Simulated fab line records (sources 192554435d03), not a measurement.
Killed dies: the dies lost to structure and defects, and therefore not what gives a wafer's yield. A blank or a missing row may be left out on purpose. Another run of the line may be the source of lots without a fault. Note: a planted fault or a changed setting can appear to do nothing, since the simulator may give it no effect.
Which of the tools did it? | flow n5Finfet | Sampling: 12 lots, 36 wafers, 4 of 1938 route steps

## WHAT EACH GAUGE READ, for each wafer
N5_HKMG_FIN_CD_MEAS_12: target cd 92.8 nm. Usual: cdNm at 93.6 nm, with a standard deviation of 0.87.
lot  | measured    | on       | cdNm (nm)      | flag
L270 | day 4 16:23 | cdSem-01 | 94.1 93.9 92.6 | 
L271 | day 4 22:44 | cdSem-03 | 93.3 93.4 92.7 | 
L272 | day 5 08:11 | cdSem-03 | 93.1 93.9 93.3 | 
L274 | day 5 12:08 | cdSem-01 | 92.9 94.4 93.1 | 
L275 | day 5 16:10 | cdSem-03 | 94.3 93.7 94.8 | 
L276 | day 6 00:47 | cdSem-02 | 94.1 93.3 93.8 | 
L282 | day 7 15:26 | cdSem-01 | 94.2 94.2 92.6 | 
L284 | day 8 01:39 | cdSem-03 | 92.8 94.7 95.1 | 
L285 | day 8 05:47 | cdSem-02 | 94.2 94.5 93.1 | 
L287 | day 8 13:16 | cdSem-03 | 93.8 92.8 94.5 | 
L288 | day 9 01:32 | cdSem-01 | 92.9 91.8 93.4 | 
L289 | day 9 08:36 | cdSem-02 | 93.5 93.9 93.8 | 

## TOOL THAT RAN EACH LOT (tool first, then ch and the chambers of the sampled wafers, then the start)
lot  | N5_HKMG_FIN_ALD_75             | N5_HKMG_FIN_STRIP_57             | N5_HKMG_FIN_PWFM_ALD_03
L270 | aldHk-03 ch 0,2, day 4 12:37   | rieDiel-06 ch 1,2,3, day 4 13:20 | aldMetal-01 ch 0,1,2, day 4 15:33
L271 | aldHk-01 ch 0,2, day 4 19:02   | rieDiel-03 ch 1,2, day 4 19:52   | aldMetal-04 ch 1,2,3, day 4 22:02
L272 | aldHk-03 ch 0,1,3, day 5 04:28 | rieDiel-01 ch 0,2,3, day 5 05:18 | aldMetal-03 ch 1,2,3, day 5 07:28
L274 | aldHk-03 ch 0,1,2, day 5 08:05 | rieDiel-03 ch 0,2, day 5 09:11   | aldMetal-01 ch 1,2,3, day 5 11:26
L275 | aldHk-02 ch 0,2,3, day 5 12:06 | rieDiel-06 ch 1,2, day 5 13:09   | aldMetal-04 ch 1,2, day 5 15:20
L276 | aldHk-02 ch 0,3, day 5 20:53   | rieDiel-03 ch 2,3, day 5 21:46   | aldMetal-01 ch 0,3, day 5 23:56
L282 | aldHk-02 ch 0,1,3, day 7 11:21 | rieDiel-03 ch 0,2, day 7 12:26   | aldMetal-03 ch 0,1,3, day 7 14:36
L284 | aldHk-02 ch 0,1,2, day 7 22:02 | rieDiel-03 ch 1,3, day 7 22:45   | aldMetal-03 ch 0,2,3, day 8 00:56
L285 | aldHk-03 ch 1,2,3, day 8 01:41 | rieDiel-03 ch 0,1,2, day 8 02:32 | aldMetal-03 ch 1,3, day 8 04:57
L287 | aldHk-02 ch 1,2,3, day 8 09:34 | rieDiel-06 ch 0,1,2, day 8 10:23 | aldMetal-04 ch 1,3, day 8 12:33
L288 | aldHk-01 ch 0,1,3, day 8 21:44 | rieDiel-01 ch 0,1,3, day 8 22:35 | aldMetal-01 ch 0,2,3, day 9 00:49
L289 | aldHk-01 ch 0,1, day 9 04:41   | rieDiel-03 ch 2,3, day 9 05:43   | aldMetal-04 ch 0,2,3, day 9 07:53
- N5_HKMG_FIN_ALD_75: deposits Al2O3, target thk 1 nm, co reactant pulse time 1 s.
- N5_HKMG_FIN_STRIP_57: strips in CF4.
- N5_HKMG_FIN_PWFM_ALD_03: deposits TiN, target thk 2 nm, pulse time 1 s, purge time 3 s.

## WHAT THE TOOLS THEMSELVES READ (means of the sampled wafers that have a number; where no wafer has one, the mark that the record gives instead)
N5_HKMG_FIN_ALD_75. Usual: heaterPowerW 153 W, standard deviation 13; precursorPulseHeightRel 1.002, standard deviation 0.019.
lot  | tool     | heaterPowerW (W) | precursorPulseHeightRel | flag
L270 | aldHk-03 | 157              | 1.004                   | 
L271 | aldHk-01 | 153              | 0.984                   | 
L272 | aldHk-03 | 157              | 1.005                   | 
L274 | aldHk-03 | 162              | 0.993                   | 
L275 | aldHk-02 | 152              | 1.006                   | 
L276 | aldHk-02 | 158              | 0.980                   | 
L282 | aldHk-02 | 150              | 1.019                   | 
L284 | aldHk-02 | 151              | 1.006                   | 
L285 | aldHk-03 | 151              | 1.001                   | 
L287 | aldHk-02 | 146              | 1.003                   | 
L288 | aldHk-01 | 155              | 1.012                   | 
L289 | aldHk-01 | 144              | 1.000                   | 

N5_HKMG_FIN_STRIP_57. Usual: drypumpMotorCurrentA 5.9 A, standard deviation 0.43; oesProductAu 0.77 a.u., standard deviation 0.064; rfVppV 271.5 V, standard deviation 1.3; showerheadPlenumPTorr 1.81 Torr, standard deviation 0.049; throttleValvePct 13.62 %, standard deviation 0.21.
lot  | tool       | drypumpMotorCurrentA (A) | oesProductAu (a.u.) | rfVppV (V) | showerheadPlenumPTorr (Torr) | throttleValvePct (%) | flag
L270 | rieDiel-06 | 5.7                      | 0.80                | 271.7      | 1.82                         | 13.56                | 
L271 | rieDiel-03 | 5.4                      | 0.81                | 271.9      | 1.82                         | 13.61                | 
L272 | rieDiel-01 | 6.2                      | 0.82                | 272.3      | 1.83                         | 13.68                | 
L274 | rieDiel-03 | 5.9                      | 0.73                | 271.1      | 1.79                         | 13.65                | 
L275 | rieDiel-06 | 6.1                      | 0.73                | 271.3      | 1.82                         | 13.74                | 
L276 | rieDiel-03 | 5.7                      | 0.77                | 271.5      | 1.78                         | 13.34                | 
L282 | rieDiel-03 | 5.6                      | 0.72                | 271.1      | 1.79                         | 13.57                | 
L284 | rieDiel-03 | 5.8                      | 0.82                | 272.3      | 1.81                         | 13.58                | 
L285 | rieDiel-03 | 5.7                      | 0.75                | 270.5      | 1.80                         | 13.70                | 
L287 | rieDiel-06 | 5.9                      | 0.74                | 272.5      | 1.83                         | 13.71                | 
L288 | rieDiel-01 | 6.2                      | 0.73                | 272.0      | 1.78                         | 13.75                | 
L289 | rieDiel-03 | 5.7                      | 0.75                | 271.0      | 1.78                         | 13.40                | 

N5_HKMG_FIN_PWFM_ALD_03. Usual: heaterPowerW 877 W, standard deviation 65; precursorPulseHeightRel 1.001, standard deviation 0.02.
lot  | tool        | heaterPowerW (W) | precursorPulseHeightRel | flag
L270 | aldMetal-01 | 888              | 0.984                   | 
L271 | aldMetal-04 | 934              | 1.008                   | 
L272 | aldMetal-03 | 805              | 0.995                   | 
L274 | aldMetal-01 | 917              | 1.003                   | 
L275 | aldMetal-04 | 929              | 0.996                   | 
L276 | aldMetal-01 | 845              | 1.008                   | 
L282 | aldMetal-03 | 794              | 0.999                   | 
L284 | aldMetal-03 | 787              | 1.000                   | 
L285 | aldMetal-03 | 771              | 0.990                   | 
L287 | aldMetal-04 | 906              | 0.979                   | 
L288 | aldMetal-01 | 867              | 1.012                   | 
L289 | aldMetal-04 | 883              | 1.008                   | 

## THE ANSWER, worked out from the rows above alone
Rule: a lot counts as off when the mean over its wafers that have a number is more than 3 standard deviations away from the usual mean. Also off: a lot with no number at a reading for which 4 or more lots have one. All remaining lots with rows at the step are treated as sound. Order of review: gauges by route order, followed by the tools' own readings, for which a lot's mean as printed above is used. The first step at which some lot is off is used, and at that step the reading that is off furthest; a lot without a number counts as furthest.
No lot is off on any of the readings shown, so nothing can be concluded from this.

## WHAT THE SIMULATOR PUT IN
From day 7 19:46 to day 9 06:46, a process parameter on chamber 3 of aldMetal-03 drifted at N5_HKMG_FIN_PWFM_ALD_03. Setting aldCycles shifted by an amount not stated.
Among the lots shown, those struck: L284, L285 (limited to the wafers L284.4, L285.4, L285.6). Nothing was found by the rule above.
